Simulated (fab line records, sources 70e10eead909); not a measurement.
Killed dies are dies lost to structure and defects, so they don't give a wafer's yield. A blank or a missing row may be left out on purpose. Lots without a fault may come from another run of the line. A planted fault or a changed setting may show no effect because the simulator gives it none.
One fault seen from 2 desks | flow nand_harc | each desk has only its own numbers; what lay behind them comes last

THE METROLOGY DESK
What the gauges read, lot by lot, whatever tool the lot ran on: means of the sampled wafers that have a number. A lot is out of limits, marked OUT, if its mean lies more than 4 standard deviations from the usual mean; the brackets give that distance.
Columns: A = overlay_x_nm at NHARC_A_SLIT_OVL_MEAS_10, usual 0.1 nm; B = overlay_y_nm at NHARC_A_SLIT_OVL_MEAS_10, usual -0.2 nm
lot  | first seen here | A              | B
L147 | day 20 06:01    | 0.3            | -1.0
L151 | day 21 01:53    | 1.1            | -0.7
L150 | day 21 02:41    | 1.0            | 0.4
L154 | day 22 12:34    | 1.0            | -0.1
L158 | day 24 09:41    | 11.5 (+14) OUT | -0.6
L159 | day 24 18:21    | 12.4 (+15) OUT | 1.1
L163 | day 26 22:11    | 1.4            | -1.1
L164 | day 27 06:15    | -0.5           | -0.7
L166 | day 27 15:34    | 0.8            | -0.2
L165 | day 27 18:08    | -0.3           | 0.2
L168 | day 28 12:26    | -0.7           | -0.2
L169 | day 28 18:28    | 0.3            | 0.9
This desk's finding: out of limits on L158, L159; first on L158, day 24 09:41 (overlay_x_nm at NHARC_A_SLIT_OVL_MEAS_10). In limits: L147, L151, L150, L154, L163, L164, L166, L165, L168, L169.

THE DEFECT DESK
What the inspections along the route counted, lot by lot: means of the sampled wafers that have a number. A lot is out of limits, marked OUT, if its mean lies more than 4 standard deviations from the usual mean; the brackets give that distance.
Columns: A = raw_defect_count at NHARC_A_SLIT_INSPECT_11, usual 54
lot  | first seen here | A
L147 | day 20 06:04    | 20
L151 | day 21 01:55    | 22
L150 | day 21 02:43    | 111
L154 | day 22 12:36    | 28
L158 | day 24 09:44    | 93
L159 | day 24 18:23    | 90
L163 | day 26 22:13    | 59
L164 | day 27 06:17    | 25
L166 | day 27 15:37    | 95
L165 | day 27 18:11    | 105
L168 | day 28 12:28    | 15
L169 | day 28 18:30    | 52
This desk's finding: nothing out of limits on any of the 12 lots.

PUT TOGETHER
The metrology desk could have raised an alarm at day 24 09:41, on L158, L159.
The defect desk saw nothing out of limits.
The defect desk has L158, L159 on record, within its limits.
Of the lots named, all ran NHARC_A_SLIT_EXPOSE_06 on arfi_scanner-03.

WHAT THE SIMULATOR HAD PUT IN
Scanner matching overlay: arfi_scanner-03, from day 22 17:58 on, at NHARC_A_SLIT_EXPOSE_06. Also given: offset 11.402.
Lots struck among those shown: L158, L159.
Hours from the fault's start to each desk's first reading out of limits: the metrology desk, 40.
